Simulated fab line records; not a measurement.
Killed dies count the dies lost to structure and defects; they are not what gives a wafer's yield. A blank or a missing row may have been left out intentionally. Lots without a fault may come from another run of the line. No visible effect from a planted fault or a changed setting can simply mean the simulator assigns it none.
Matching of chambers || flow n5 finfet || N5_BEOL_M12_ETCH_59 on rie diel-05 has 4 sister chambers
The step etches BARC in N2/H2, target depth 89 nm, overetch 26.7 nm, time 67.9 s. 16 wafers are shown with their chamber, then 8 later ones without.

WAFERS, EACH WITH ITS CHAMBER
{"wafer": "L212.4", "chamber": 3, "throttle valve pct (%)": 17.3, "oes product au (a.u.)": 0.70, "showerhead plenum p Torr (Torr)": 2.46}
{"wafer": "L212.5", "chamber": 0, "throttle valve pct (%)": 17.8, "oes product au (a.u.)": 0.64, "showerhead plenum p Torr (Torr)": 2.45}
{"wafer": "L212.6", "chamber": 3, "throttle valve pct (%)": 17.3, "oes product au (a.u.)": 0.70, "showerhead plenum p Torr (Torr)": 2.46}
{"wafer": "L216.1", "chamber": 3, "throttle valve pct (%)": 17.3, "oes product au (a.u.)": 0.69, "showerhead plenum p Torr (Torr)": 2.46}
{"wafer": "L216.3", "chamber": 2, "throttle valve pct (%)": 18.2, "oes product au (a.u.)": 0.59, "showerhead plenum p Torr (Torr)": 2.52}
{"wafer": "L216.6", "chamber": 1, "throttle valve pct (%)": 17.6, "oes product au (a.u.)": 0.74, "showerhead plenum p Torr (Torr)": 2.46}
{"wafer": "L220.2", "chamber": 0, "throttle valve pct (%)": 17.9, "oes product au (a.u.)": 0.63, "showerhead plenum p Torr (Torr)": 2.45}
{"wafer": "L220.5", "chamber": 2, "throttle valve pct (%)": 18.2, "oes product au (a.u.)": 0.58, "showerhead plenum p Torr (Torr)": 2.51}
{"wafer": "L220.6", "chamber": 1, "throttle valve pct (%)": 17.6, "oes product au (a.u.)": 0.73, "showerhead plenum p Torr (Torr)": 2.46}
{"wafer": "L221.2", "chamber": 2, "throttle valve pct (%)": 18.2, "oes product au (a.u.)": 0.58, "showerhead plenum p Torr (Torr)": 2.51}
{"wafer": "L221.3", "chamber": 3, "throttle valve pct (%)": 17.3, "oes product au (a.u.)": 0.68, "showerhead plenum p Torr (Torr)": 2.45}
{"wafer": "L221.6", "chamber": 0, "throttle valve pct (%)": 17.8, "oes product au (a.u.)": 0.64, "showerhead plenum p Torr (Torr)": 2.45}
{"wafer": "L222.2", "chamber": 1, "throttle valve pct (%)": 17.6, "oes product au (a.u.)": 0.72, "showerhead plenum p Torr (Torr)": 2.45}
{"wafer": "L222.5", "chamber": 2, "throttle valve pct (%)": 18.2, "oes product au (a.u.)": 0.58, "showerhead plenum p Torr (Torr)": 2.51}
{"wafer": "L222.6", "chamber": 1, "throttle valve pct (%)": 17.6, "oes product au (a.u.)": 0.72, "showerhead plenum p Torr (Torr)": 2.45}
{"wafer": "L232.2", "chamber": 0, "throttle valve pct (%)": 17.9, "oes product au (a.u.)": 0.62, "showerhead plenum p Torr (Torr)": 2.43}

SIGNATURES (means of the wafers above)
{"reading": "throttle valve pct", "chamber 0": 17.850, "chamber 1": 17.600, "chamber 2": 18.200, "chamber 3": 17.300, "scatter within a chamber": 0.0289}
{"reading": "oes product au", "chamber 0": 0.6325, "chamber 1": 0.7275, "chamber 2": 0.5825, "chamber 3": 0.6925, "scatter within a chamber": 0.00866}
{"reading": "showerhead plenum p Torr", "chamber 0": 2.4450, "chamber 1": 2.4550, "chamber 2": 2.5125, "chamber 3": 2.4575, "scatter within a chamber": 0.00677}
Rule: a wafer's distance from a chamber is the root of the sum, over the readings, of the square of ((its reading less the chamber's mean) divided by the reading's scatter). The wafer belongs to the nearest chamber; if the next one is less than 2 further off, it can't be placed. How the scatter is found: for the shown wafers, subtract from each reading the mean of its chamber, square and add these, divide the total by (wafers less chambers), then take the root.

WAFERS WHOSE CHAMBER IS MISSING
{"wafer": "L232.3", "throttle valve pct (%)": 17.6, "oes product au (a.u.)": 0.70, "showerhead plenum p Torr (Torr)": 2.44}
{"wafer": "L232.4", "throttle valve pct (%)": 17.7, "oes product au (a.u.)": 0.81, "showerhead plenum p Torr (Torr)": 2.50}
{"wafer": "L233.2", "throttle valve pct (%)": 17.7, "oes product au (a.u.)": 0.69, "showerhead plenum p Torr (Torr)": 2.44}
{"wafer": "L233.4", "throttle valve pct (%)": 17.9, "oes product au (a.u.)": 0.61, "showerhead plenum p Torr (Torr)": 2.43}
{"wafer": "L233.6", "throttle valve pct (%)": 17.4, "oes product au (a.u.)": 0.65, "showerhead plenum p Torr (Torr)": 2.44}
{"wafer": "L234.3", "throttle valve pct (%)": 17.4, "oes product au (a.u.)": 0.65, "showerhead plenum p Torr (Torr)": 2.44}
{"wafer": "L234.5", "throttle valve pct (%)": 17.6, "oes product au (a.u.)": 0.70, "showerhead plenum p Torr (Torr)": 2.44}
{"wafer": "L234.6", "throttle valve pct (%)": 17.8, "oes product au (a.u.)": 0.79, "showerhead plenum p Torr (Torr)": 2.50}

WHICH CHAMBER EACH ONE RAN IN
{"wafer": "L232.3", "from the rows above": 1, "in truth": 1}
{"wafer": "L232.4", "from the rows above": 1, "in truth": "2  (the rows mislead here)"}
{"wafer": "L233.2", "from the rows above": 1, "in truth": 1}
{"wafer": "L233.4", "from the rows above": 0, "in truth": 0}
{"wafer": "L233.6", "from the rows above": 3, "in truth": 3}
{"wafer": "L234.3", "from the rows above": 3, "in truth": 3}
{"wafer": "L234.5", "from the rows above": 1, "in truth": 1}
{"wafer": "L234.6", "from the rows above": 1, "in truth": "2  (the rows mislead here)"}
6 of 8 placed correctly. Not placeable from these rows: 0. Wrongly placed: 2.
